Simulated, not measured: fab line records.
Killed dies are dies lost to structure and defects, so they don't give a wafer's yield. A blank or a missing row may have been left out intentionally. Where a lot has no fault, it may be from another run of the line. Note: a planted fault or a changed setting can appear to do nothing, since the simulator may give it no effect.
fab line records	flow n5_finfet
record: lots: 24	wafers: 72	last_day: 18
route steps=1938 shown BEOL_M5@1173 BEOL_M6@1227
lots with no fault: from the same line, run without faults
start_h: start of the lot's first displayed wafer, in hours after the record's first day	wait_h: hours since the lot's step before	" unchanged from the row above	L1.1+2: several wafers, shown together as one row	- either no value or no given start	* or withheld: withheld	< > ~ a bound
route shown NAME@n: names a module that has steps shown in the file, with the first one's number in the route	usual: mean/standard deviation of fault-free wafers	same: alike in all rows	chamber/n: place in a boat	sites: per-site readings	_std_site: the values' standard deviation	_edge_site: outer sites' mean less inner sites'	radius_mm: for every site, how far away it sits from the centre of the wafer	mask NAME#n: copy n	behind: the most recent tool/chamber to have shaped the wafer	hold: what put the lot on hold/how long, in hours/how the hold closed	device: names the non-switching transistor (n, p or np)	end of line: tests of these same wafers at the route's end	a step given without rows: its recipe and nothing more	killed: not the wafer's yield, but the dies lost to structure and defects at the first sort	map: a wafer's dies, marking killed ones x, the rest . and places with no die _
set.NAME: the setting that was run; set.NAME@STEP: the one run at that earlier step	model.NAME: the simulator's own value behind a step, which no gauge read
one table for each step of the route and one row for each wafer, over a sample of lots
services: the hour from which a tool's chamber was out of use, counted from the record's first day as start_h (under 0 if before that day), plus the number of hours and why
== steps ==
step: N5_BEOL_M5_SURFACE_TREAT_87
recipe: gas: Ar	time_s: *	ion_energy_ev: *	ion_current_ma_cm2: 0.5	pressure_mtorr: *	ar_flow_sccm: 30
usual: throttle_valve_pct: *
lot.wafer	tool	chamber	start_h	wait_h	throttle_valve_pct
L074.1	pvd_sputter-03	-	182.50	0.2	*
L074.4	"	-	"	"	*
L074.6	"	-	"	"	*
L075.2	pvd_sputter-01	-	186.82	0.2	*
L075.3	"	-	"	"	*
L075.6	"	-	"	"	*
L076.1	pvd_sputter-01	-	211.42	0.2	*
L076.3	"	-	"	"	*
L076.6	"	-	"	"	*
L078.2	pvd_sputter-02	-	212.05	0.4	*
L078.3	"	-	"	"	*
L078.5	"	-	"	"	*
L081.1	pvd_sputter-02	-	217.29	0.3	*
L081.2	"	-	"	"	*
L081.4	"	-	"	"	*
L079.1	pvd_sputter-01	-	222.70	0.1	*
L079.5	"	-	"	"	*
L079.6	"	-	"	"	*
L080.1	pvd_sputter-02	-	224.54	1.6	*
L080.3	"	-	"	"	*
L080.5	"	-	"	"	*
L077.2	pvd_sputter-02	-	224.62	1.3	*
L077.4	"	-	"	"	*
L077.6	"	-	"	"	*
L082.2	pvd_sputter-03	-	229.67	0.2	*
L082.3	"	-	"	"	*
L082.4	"	-	"	"	*
L083.1	pvd_sputter-02	-	232.37	1.5	*
L083.5	"	-	"	"	*
L083.6	"	-	"	"	*
L084.3	pvd_sputter-03	-	239.63	0.1	*
L084.4	"	-	"	"	*
L084.6	"	-	"	"	*
L085.1	pvd_sputter-03	-	250.65	0.2	*
L085.3	"	-	"	"	*
L085.5	"	-	"	"	*
L086.1	pvd_sputter-01	-	258.93	0.1	*
L086.3	"	-	"	"	*
L086.6	"	-	"	"	*
L087.2	pvd_sputter-01	-	261.42	0.1	*
L087.5	"	-	"	"	*
L087.6	"	-	"	"	*
L088.1	pvd_sputter-01	-	276.04	0.2	*
L088.4	"	-	"	"	*
L088.5	"	-	"	"	*
L091.2	pvd_sputter-02	-	277.23	0.2	*
L091.3	"	-	"	"	*
L091.5	"	-	"	"	*
L089.1	pvd_sputter-01	-	282.35	0.1	*
L089.4	"	-	"	"	*
L089.6	"	-	"	"	*
L090.3	pvd_sputter-01	-	287.56	0.2	*
L090.4	"	-	"	"	*
L090.6	"	-	"	"	*
L093.3	pvd_sputter-03	-	293.59	0.1	*
L093.5	"	-	"	"	*
L093.6	"	-	"	"	*
L092.1	pvd_sputter-01	-	298.19	0.2	*
L092.2	"	-	"	"	*
L092.5	"	-	"	"	*
L094.2	pvd_sputter-02	-	298.39	0.2	*
L094.3	"	-	"	"	*
L094.6	"	-	"	"	*
L095.2	pvd_sputter-03	-	315.11	0.2	*
L095.5	"	-	"	"	*
L095.6	"	-	"	"	*
L097.2	pvd_sputter-01	-	320.32	0.2	*
L097.3	"	-	"	"	*
L097.6	"	-	"	"	*
L096.4	pvd_sputter-01	-	321.36	0.1	*
L096.5	"	-	"	"	*
L096.6	"	-	"	"	*
step: N5_BEOL_M5_ANNEAL_89
recipe: temp_c: 400	time_s: 1800	ambient: vacuum
usual: heater_power_w: 844/96	susceptor_temp_C: 399.99/0.22
lot.wafer	tool	chamber	start_h	wait_h	heater_power_w	susceptor_temp_C
L074.1	pvd_sputter-02	-	186.42	0.0	991	399.99
L074.4	"	-	"	"	775	400.14
L074.6	"	-	"	"	770	399.75
L075.2	pvd_sputter-01	-	190.56	0.0	888	399.99
L075.3	"	-	"	"	923	400.22
L075.6	"	-	"	"	764	399.83
L076.1	pvd_sputter-01	-	215.18	0.0	754	399.98
L076.3	"	-	"	"	929	399.72
L076.6	"	-	"	"	925	400.12
L078.2	pvd_sputter-02	-	215.69	0.0	803	400.59
L078.3	"	-	"	"	1010	399.81
L078.5	"	-	"	"	1000	400.05
L081.1	pvd_sputter-01	-	220.85	0.0	760	399.72
L081.2	"	-	"	"	889	399.88
L081.4	"	-	"	"	923	399.82
L079.1	pvd_sputter-03	-	226.34	0.0	706	400.45
L079.5	"	-	"	"	680	400.22
L079.6	"	-	"	"	795	399.75
L080.1	pvd_sputter-02	-	228.10	0.0	974	400.13
L080.3	"	-	"	"	795	400.14
L080.5	"	-	"	"	993	399.92
L077.2	pvd_sputter-01	-	228.32	0.0	760	399.82
L077.4	"	-	"	"	827	400.35
L077.6	"	-	"	"	834	399.90
L082.2	pvd_sputter-01	-	233.33	0.0	965	400.10
L082.3	"	-	"	"	879	399.91
L082.4	"	-	"	"	839	400.19
L083.1	pvd_sputter-02	-	236.17	0.0	1008	400.45
L083.5	"	-	"	"	1014	400.07
L083.6	"	-	"	"	1007	400.36
L084.3	pvd_sputter-01	-	243.26	0.0	775	399.95
L084.4	"	-	"	"	938	399.66
L084.6	"	-	"	"	768	399.90
L085.1	pvd_sputter-03	-	254.28	0.0	716	400.21
L085.3	"	-	"	"	673	399.60
L085.5	"	-	"	"	777	399.92
L086.1	pvd_sputter-02	-	262.68	0.0	982	399.81
L086.3	"	-	"	"	827	399.95
L086.6	"	-	"	"	786	399.98
L087.2	pvd_sputter-01	-	265.20	0.0	880	399.97
L087.5	"	-	"	"	833	399.78
L087.6	"	-	"	"	881	399.66
L088.1	pvd_sputter-01	-	279.70	0.0	820	399.79
L088.4	"	-	"	"	769	399.73
L088.5	"	-	"	"	875	399.77
L091.2	pvd_sputter-03	-	280.80	0.0	934	400.12
L091.3	"	-	"	"	745	400.01
L091.5	"	-	"	"	951	400.26
L089.1	pvd_sputter-01	-	285.95	0.0	826	400.15
L089.4	"	-	"	"	923	399.95
L089.6	"	-	"	"	858	399.74
L090.3	pvd_sputter-01	-	291.42	0.0	909	399.81
L090.4	"	-	"	"	826	400.15
L090.6	"	-	"	"	880	399.93
L093.3	pvd_sputter-03	-	297.33	0.0	920	400.10
L093.5	"	-	"	"	944	399.83
L093.6	"	-	"	"	712	399.83
L092.1	pvd_sputter-03	-	301.75	0.0	757	400.31
L092.2	"	-	"	"	653	400.02
L092.5	"	-	"	"	937	400.05
L094.2	pvd_sputter-02	-	302.01	0.0	806	399.88
L094.3	"	-	"	"	761	399.93
L094.6	"	-	"	"	765	400.01
L095.2	pvd_sputter-03	-	318.81	0.0	736	400.07
L095.5	"	-	"	"	807	400.12
L095.6	"	-	"	"	657	400.43
L097.2	pvd_sputter-03	-	323.95	0.0	766	400.41
L097.3	"	-	"	"	919	399.86
L097.6	"	-	"	"	726	400.53
L096.4	pvd_sputter-01	-	325.04	0.0	904	399.86
L096.5	"	-	"	"	942	400.08
L096.6	"	-	"	"	763	400.36
step: N5_BEOL_M5_INSPECT_58
recipe: inspect_instrument: darkfield	mode: post_dep
usual: raw_defect_count: 75/24
lot.wafer	tool	chamber	start_h	wait_h	raw_defect_count
L074.1	defect_inspect-02	-	188.51	0.0	85
L074.4	"	-	"	"	104
L074.6	"	-	"	"	84
L075.2	defect_inspect-01	-	192.66	0.0	65
L075.3	"	-	"	"	83
L075.6	"	-	"	"	51
L076.1	defect_inspect-01	-	217.45	0.0	52
L076.3	"	-	"	"	51
L076.6	"	-	"	"	75
L078.2	defect_inspect-01	-	217.80	0.0	70
L078.3	"	-	"	"	51
L078.5	"	-	"	"	60
L081.1	defect_inspect-02	-	222.95	0.0	77
L081.2	"	-	"	"	77
L081.4	"	-	"	"	66
L079.1	defect_inspect-02	-	228.43	0.0	65
L079.5	"	-	"	"	105
L079.6	"	-	"	"	103
L080.1	defect_inspect-01	-	230.48	0.0	130
L080.3	"	-	"	"	89
L080.5	"	-	"	"	60
L077.2	defect_inspect-02	-	230.52	0.0	130
L077.4	"	-	"	"	81
L077.6	"	-	"	"	91
L082.2	defect_inspect-01	-	235.42	0.0	51
L082.3	"	-	"	"	72
L082.4	"	-	"	"	55
L083.1	defect_inspect-01	-	238.26	0.0	81
L083.5	"	-	"	"	124
L083.6	"	-	"	"	98
L084.3	defect_inspect-02	-	245.34	0.0	71
L084.4	"	-	"	"	124
L084.6	"	-	"	"	66
L085.1	defect_inspect-01	-	256.40	0.0	65
L085.3	"	-	"	"	37
L085.5	"	-	"	"	43
L086.1	defect_inspect-02	-	264.81	0.0	38
L086.3	"	-	"	"	63
L086.6	"	-	"	"	56
L087.2	defect_inspect-01	-	267.28	0.0	95
L087.5	"	-	"	"	44
L087.6	"	-	"	"	69
L088.1	defect_inspect-02	-	281.79	0.0	72
L088.4	"	-	"	"	72
L088.5	"	-	"	"	50
L091.2	defect_inspect-01	-	282.97	0.0	79
L091.3	"	-	"	"	66
L091.5	"	-	"	"	67
L089.1	defect_inspect-02	-	288.05	0.0	77
L089.4	"	-	"	"	82
L089.6	"	-	"	"	75
L090.3	defect_inspect-02	-	293.51	0.0	45
L090.4	"	-	"	"	63
L090.6	"	-	"	"	46
L093.3	defect_inspect-01	-	299.42	0.0	37
L093.5	"	-	"	"	72
L093.6	"	-	"	"	61
L092.1	defect_inspect-01	-	303.84	0.0	58
L092.2	"	-	"	"	72
L092.5	"	-	"	"	54
L094.2	defect_inspect-02	-	304.13	0.0	76
L094.3	"	-	"	"	108
L094.6	"	-	"	"	64
L095.2	defect_inspect-02	-	320.93	0.0	93
L095.5	"	-	"	"	80
L095.6	"	-	"	"	79
L097.2	defect_inspect-01	-	327.22	0.0	84
L097.3	"	-	"	"	83
L097.6	"	-	"	"	59
L096.4	defect_inspect-02	-	327.28	0.0	42
L096.5	"	-	"	"	64
L096.6	"	-	"	"	63
step: N5_BEOL_M6_CD_MEAS_28
recipe: target_cd_nm: 40	landing_energy_ev: 500	detector: se_inlens
usual: cd_nm: 39.83/0.22
lot.wafer	tool	chamber	start_h	wait_h	cd_nm
L074.1	cd_sem-03	0	192.31	-	39.85
L074.4	"	0	"	"	39.95
L074.6	"	0	"	"	40.22
L075.2	cd_sem-03	0	195.56	-	39.23
L075.3	"	0	"	"	40.00
L075.6	"	0	"	"	39.72
L076.1	cd_sem-02	0	221.73	-	39.70
L076.3	"	0	"	"	39.98
L076.6	"	0	"	"	39.92
L078.2	cd_sem-03	0	221.91	-	39.72
L078.3	"	0	"	"	39.67
L078.5	"	0	"	"	39.95
L081.1	cd_sem-03	0	227.38	-	39.98
L081.2	"	0	"	"	39.73
L081.4	"	0	"	"	39.82
L079.1	cd_sem-03	0	233.79	-	39.75
L079.5	"	0	"	"	39.46
L079.6	"	0	"	"	39.62
L080.1	cd_sem-01	0	237.79	-	39.72
L080.3	"	0	"	"	39.59
L080.5	"	0	"	"	39.50
L077.2	cd_sem-03	0	237.89	-	39.71
L077.4	"	0	"	"	40.10
L077.6	"	0	"	"	39.89
L082.2	cd_sem-01	0	243.45	-	39.61
L082.3	"	0	"	"	39.50
L082.4	"	0	"	"	39.58
L083.1	cd_sem-03	0	243.49	-	39.48
L083.5	"	0	"	"	40.01
L083.6	"	0	"	"	39.88
L084.3	cd_sem-02	0	248.50	-	39.84
L084.4	"	0	"	"	39.69
L084.6	"	0	"	"	40.07
L085.1	cd_sem-01	0	260.68	-	40.21
L085.3	"	0	"	"	39.74
L085.5	"	0	"	"	39.74
L086.1	cd_sem-03	0	270.77	-	40.35
L086.3	"	0	"	"	39.72
L086.6	"	0	"	"	40.05
L087.2	cd_sem-01	0	270.82	-	39.91
L087.5	"	0	"	"	39.98
L087.6	"	0	"	"	40.19
L088.1	cd_sem-03	0	285.06	-	39.91
L088.4	"	0	"	"	39.76
L088.5	"	0	"	"	39.84
L091.2	cd_sem-01	0	288.91	-	39.86
L091.3	"	0	"	"	39.97
L091.5	"	0	"	"	39.96
L089.1	cd_sem-02	0	291.94	-	40.13
L089.4	"	0	"	"	39.69
L089.6	"	0	"	"	39.78
L090.3	cd_sem-02	0	302.04	-	39.59
L090.4	"	0	"	"	40.20
L090.6	"	0	"	"	40.12
L093.3	cd_sem-01	0	302.30	-	39.67
L093.5	"	0	"	"	39.78
L093.6	"	0	"	"	39.92
L092.1	cd_sem-01	0	306.16	-	39.72
L092.2	"	0	"	"	40.31
L092.5	"	0	"	"	39.85
L094.2	cd_sem-02	0	308.33	-	39.46
L094.3	"	0	"	"	40.24
L094.6	"	0	"	"	39.56
L095.2	cd_sem-01	0	329.02	-	39.84
L095.5	"	0	"	"	39.69
L095.6	"	0	"	"	39.92
L097.2	cd_sem-01	0	334.50	-	39.64
L097.3	"	0	"	"	39.30
L097.6	"	0	"	"	39.83
L096.4	cd_sem-02	0	334.55	-	39.82
L096.5	"	0	"	"	39.91
L096.6	"	0	"	"	39.80
step: N5_BEOL_M6_STRIP_36
recipe: chemistry: N2/H2	power_w: 450	temp_c: 40	pressure_mtorr: 20	rf_frequency_hz: 6e+07	overash_fraction: 0.3	bias_power_w: 7	h2_frac: 0.5	n2_flow_sccm: 200	h2_flow_sccm: 200
usual: drypump_motor_current_A: 5.9/0.48	oes_product_au: 0.80/0.086	rf_vpp_V: 59.3/1.5	showerhead_plenum_p_Torr: 2.57/0.094	throttle_valve_pct: 23.7/0.4
lot.wafer	tool	chamber	start_h	wait_h	drypump_motor_current_A	oes_product_au	rf_hours_counter_h	rf_vpp_V	showerhead_plenum_p_Torr	throttle_valve_pct
L074.1	rie_diel-02	0	192.66	0.0	5.8	0.72	183	58.0	2.40	23.3
L074.4	"	2	"	"	5.9	0.70	242	56.8	2.48	23.3
L074.6	"	1	"	"	6.3	0.85	-	59.9	2.57	23.5
L075.2	rie_diel-06	3	196.15	0.0	6.4	0.77	138	58.8	2.66	24.0
L075.3	"	1	"	"	5.8	0.79	96	62.3	2.46	23.4
L075.6	"	3	"	"	6.4	0.78	-	59.3	2.66	24.0
L076.1	rie_diel-04	2	222.09	0.0	6.0	0.83	93	61.0	2.66	23.7
L076.3	"	0	"	"	5.9	0.86	56	59.5	2.70	24.1
L076.6	"	2	"	"	6.0	0.82	-	59.6	2.66	23.7
L078.2	rie_diel-06	0	222.28	0.0	6.4	0.73	150	56.9	2.55	23.7
L078.3	"	2	"	"	4.9	0.70	229	59.7	2.52	24.1
L078.5	"	3	"	"	6.4	0.77	-	60.1	2.65	24.0
L081.1	rie_diel-06	0	227.96	0.0	6.4	0.72	152	59.2	2.55	23.7
L081.2	"	1	"	"	5.7	0.79	108	58.6	2.45	23.5
L081.4	"	2	"	"	4.9	0.71	231	56.2	2.51	24.2
L079.1	rie_diel-06	1	234.14	0.0	5.8	0.80	110	60.5	2.45	23.5
L079.5	"	1	"	"	5.8	0.78	-	61.2	2.45	23.4
L079.6	"	0	"	"	6.4	0.73	-	58.9	2.55	23.7
L080.1	rie_diel-04	1	238.53	0.0	5.8	0.92	16	60.6	2.59	23.3
L080.3	"	2	"	"	5.9	0.80	98	60.3	2.66	23.7
L080.5	"	2	"	"	6.0	0.81	-	60.4	2.66	23.7
L077.2	rie_diel-06	0	238.89	0.0	6.4	0.72	156	61.8	2.55	23.7
L077.4	"	3	"	"	6.4	0.76	153	60.2	2.65	24.0
L077.6	"	1	"	"	5.7	0.78	-	57.6	2.45	23.5
L082.2	rie_diel-06	2	243.80	0.0	4.9	0.70	238	59.5	2.51	24.1
L082.3	"	0	"	"	6.4	0.74	158	57.4	2.55	23.7
L082.4	"	3	"	"	6.4	0.76	155	61.3	2.65	24.0
L083.1	rie_diel-04	3	243.85	0.0	5.8	0.95	11	58.2	2.71	22.8
L083.5	"	0	"	"	5.9	0.85	-	55.8	2.70	24.2
L083.6	"	1	"	"	5.8	0.92	-	58.0	2.59	23.3
L084.3	rie_diel-04	0	248.88	0.0	5.9	0.84	64	58.5	2.70	24.2
L084.4	"	2	"	"	5.9	0.81	102	59.5	2.66	23.7
L084.6	"	2	"	"	5.9	0.81	-	61.0	2.66	23.7
L085.1	rie_diel-06	1	261.03	0.0	5.8	0.77	121	58.8	2.45	23.5
L085.3	"	0	"	"	6.4	0.72	165	58.8	2.55	23.7
L085.5	"	0	"	"	6.4	0.72	-	56.4	2.54	23.7
L086.1	rie_diel-02	2	271.13	0.0	5.9	0.95	14	60.1	2.47	23.0
L086.3	"	3	"	"	6.8	0.95	5	59.3	2.47	23.5
L086.6	"	2	"	"	5.9	0.96	-	60.5	2.47	23.0
L087.2	rie_diel-06	1	271.53	0.0	5.7	0.78	125	58.3	2.45	23.5
L087.5	"	2	"	"	4.9	0.69	-	58.3	2.51	24.2
L087.6	"	3	"	"	6.4	0.76	-	59.7	2.64	24.0
L088.1	rie_diel-06	1	285.41	0.0	5.8	0.77	131	61.1	2.44	23.5
L088.4	"	0	"	"	6.4	0.71	-	59.5	2.54	23.8
L088.5	"	3	"	"	6.4	0.74	-	58.3	2.64	24.0
L091.2	rie_diel-04	0	289.78	0.0	5.9	0.81	78	61.7	2.69	24.3
L091.3	"	3	"	"	5.8	0.91	29	58.5	2.70	22.8
L091.5	"	1	"	"	5.8	0.88	-	58.2	2.58	23.4
L089.1	rie_diel-02	3	292.37	0.0	6.8	0.93	12	59.2	2.47	23.5
L089.4	"	2	"	"	5.9	0.95	22	59.2	2.47	23.0
L089.6	"	3	"	"	6.8	0.94	-	57.0	2.47	23.5
L090.3	rie_diel-06	1	302.46	0.0	5.7	0.76	138	61.5	2.44	23.5
L090.4	"	3	"	"	6.4	0.75	179	59.5	2.64	24.1
L090.6	"	3	"	"	6.4	0.74	-	58.7	2.64	24.1
L093.3	rie_diel-04	2	302.70	0.0	6.0	0.78	122	62.3	2.65	23.8
L093.5	"	1	"	"	5.9	0.87	-	58.6	2.58	23.3
L093.6	"	0	"	"	5.9	0.82	-	58.8	2.69	24.2
L092.1	rie_diel-04	3	306.91	0.0	5.9	0.89	34	58.7	2.70	22.8
L092.2	"	1	"	"	5.8	0.86	39	58.8	2.58	23.3
L092.5	"	0	"	"	5.9	0.81	-	60.5	2.69	24.2
L094.2	rie_diel-06	0	308.69	0.0	6.4	0.71	185	59.5	2.54	23.8
L094.3	"	2	"	"	4.9	0.96	5	60.7	2.50	23.9
L094.6	"	2	"	"	4.9	0.95	-	60.6	2.50	23.9
L095.2	rie_diel-04	3	329.47	0.0	5.8	0.89	42	59.0	2.70	22.8
L095.5	"	3	"	"	5.9	0.88	-	61.0	2.70	22.9
L095.6	"	2	"	"	6.0	0.77	-	60.4	2.65	23.8
L097.2	rie_diel-02	2	335.02	0.0	5.9	0.90	37	57.8	2.46	23.1
L097.3	"	0	"	"	5.8	0.66	240	59.1	2.38	23.4
L097.6	"	0	"	"	5.8	0.66	-	58.6	2.38	23.4
L096.4	rie_diel-06	1	335.14	0.0	5.8	0.76	150	59.3	2.44	23.5
L096.5	"	2	"	"	4.9	0.96	-	58.2	2.50	23.9
L096.6	"	3	"	"	6.4	0.74	-	59.1	2.63	24.1
step: N5_BEOL_M6_DEGAS_44
recipe: ambient: vacuum	temp_c: 250	time_s: 60
usual: heater_power_w: 326/40	susceptor_temp_C: 250.00/0.17
lot.wafer	tool	chamber	start_h	wait_h	heater_power_w	susceptor_temp_C
L074.1	pvd_sputter-03	-	193.39	0.3	297	250.08
L074.4	"	-	"	"	314	250.16
L074.6	"	-	"	"	259	250.04
L075.2	pvd_sputter-01	-	196.89	0.2	361	250.16
L075.3	"	-	"	"	326	250.01
L075.6	"	-	"	"	335	249.83
L076.1	pvd_sputter-03	-	222.84	0.3	379	250.06
L076.3	"	-	"	"	259	250.21
L076.6	"	-	"	"	295	249.85
L078.2	pvd_sputter-01	-	224.62	1.8	370	250.04
L078.3	"	-	"	"	351	250.18
L078.5	"	-	"	"	310	250.03
L081.1	pvd_sputter-03	-	229.19	0.8	380	250.23
L081.2	"	-	"	"	323	249.89
L081.4	"	-	"	"	269	250.18
L079.1	pvd_sputter-01	-	235.04	0.5	314	249.90
L079.5	"	-	"	"	375	250.01
L079.6	"	-	"	"	300	250.22
L080.1	pvd_sputter-01	-	239.42	0.3	361	249.94
L080.3	"	-	"	"	357	249.71
L080.5	"	-	"	"	346	249.97
L077.2	pvd_sputter-01	-	239.68	0.3	382	249.70
L077.4	"	-	"	"	301	250.13
L077.6	"	-	"	"	340	250.01
L082.2	pvd_sputter-03	-	244.53	0.2	312	249.96
L082.3	"	-	"	"	370	250.15
L082.4	"	-	"	"	297	250.08
L083.1	pvd_sputter-01	-	244.90	0.4	345	250.14
L083.5	"	-	"	"	334	250.04
L083.6	"	-	"	"	312	250.04
L084.3	pvd_sputter-02	-	249.65	0.2	395	250.14
L084.4	"	-	"	"	301	249.89
L084.6	"	-	"	"	405	249.92
L085.1	pvd_sputter-03	-	262.16	0.7	318	250.22
L085.3	"	-	"	"	294	250.17
L085.5	"	-	"	"	256	250.12
L086.1	pvd_sputter-03	-	272.08	0.5	294	249.93
L086.3	"	-	"	"	321	249.56
L086.6	"	-	"	"	263	250.53
L087.2	pvd_sputter-03	-	272.60	0.6	292	250.16
L087.5	"	-	"	"	265	249.90
L087.6	"	-	"	"	292	249.82
L088.1	pvd_sputter-03	-	286.61	0.8	311	249.89
L088.4	"	-	"	"	255	249.81
L088.5	"	-	"	"	315	249.77
L091.2	pvd_sputter-03	-	290.65	0.4	381	250.07
L091.3	"	-	"	"	297	250.04
L091.5	"	-	"	"	296	250.11
L089.1	pvd_sputter-03	-	293.13	0.3	377	250.08
L089.4	"	-	"	"	262	249.97
L089.6	"	-	"	"	328	250.10
L090.3	pvd_sputter-02	-	303.18	0.2	304	249.94
L090.4	"	-	"	"	393	249.76
L090.6	"	-	"	"	323	250.11
L093.3	pvd_sputter-03	-	303.76	0.5	315	249.65
L093.5	"	-	"	"	314	250.00
L093.6	"	-	"	"	259	250.01
L092.1	pvd_sputter-03	-	307.84	0.5	368	250.17
L092.2	"	-	"	"	262	250.07
L092.5	"	-	"	"	264	250.04
L094.2	pvd_sputter-02	-	310.12	0.9	321	249.94
L094.3	"	-	"	"	402	250.10
L094.6	"	-	"	"	307	249.94
L095.2	pvd_sputter-03	-	330.23	0.3	318	249.98
L095.5	"	-	"	"	314	249.68
L095.6	"	-	"	"	369	249.96
L097.2	pvd_sputter-01	-	335.73	0.2	364	250.10
L097.3	"	-	"	"	352	250.02
L097.6	"	-	"	"	348	249.76
L096.4	pvd_sputter-03	-	337.75	1.9	381	250.03
L096.5	"	-	"	"	321	250.05
L096.6	"	-	"	"	288	250.13
== services ==
tool	chamber	start_h	hours	kind
rie_diel-04	1	166.78	-	clean
rie_diel-04	1	166.78	-	consumable_replace:focus_ring
rie_diel-04	1	166.78	21.4	scheduled_down
rie_diel-04	1	166.78	21.4	vent_cycle
rie_diel-04	3	188.31	-	clean
rie_diel-04	3	188.31	-	consumable_replace:focus_ring
rie_diel-04	3	188.31	-	consumable_replace:showerhead
rie_diel-04	3	188.31	15.4	scheduled_down
rie_diel-04	3	188.31	15.4	vent_cycle
rie_diel-06	2	189.17	6.4	repair
rie_diel-06	-	195.09	0.2	repair
rie_diel-02	2	211.37	-	clean
rie_diel-02	2	211.37	-	consumable_replace:focus_ring
rie_diel-02	2	211.37	23.8	scheduled_down
rie_diel-02	2	211.37	23.8	vent_cycle
rie_diel-02	3	235.38	-	clean
rie_diel-02	3	235.38	-	consumable_replace:focus_ring
rie_diel-06	2	274.97	-	clean
rie_diel-06	2	274.97	-	consumable_replace:focus_ring
rie_diel-06	2	274.97	20.6	scheduled_down
rie_diel-06	2	274.97	20.6	vent_cycle
rie_diel-06	-	279.75	0.6	repair
== key ==
fault none
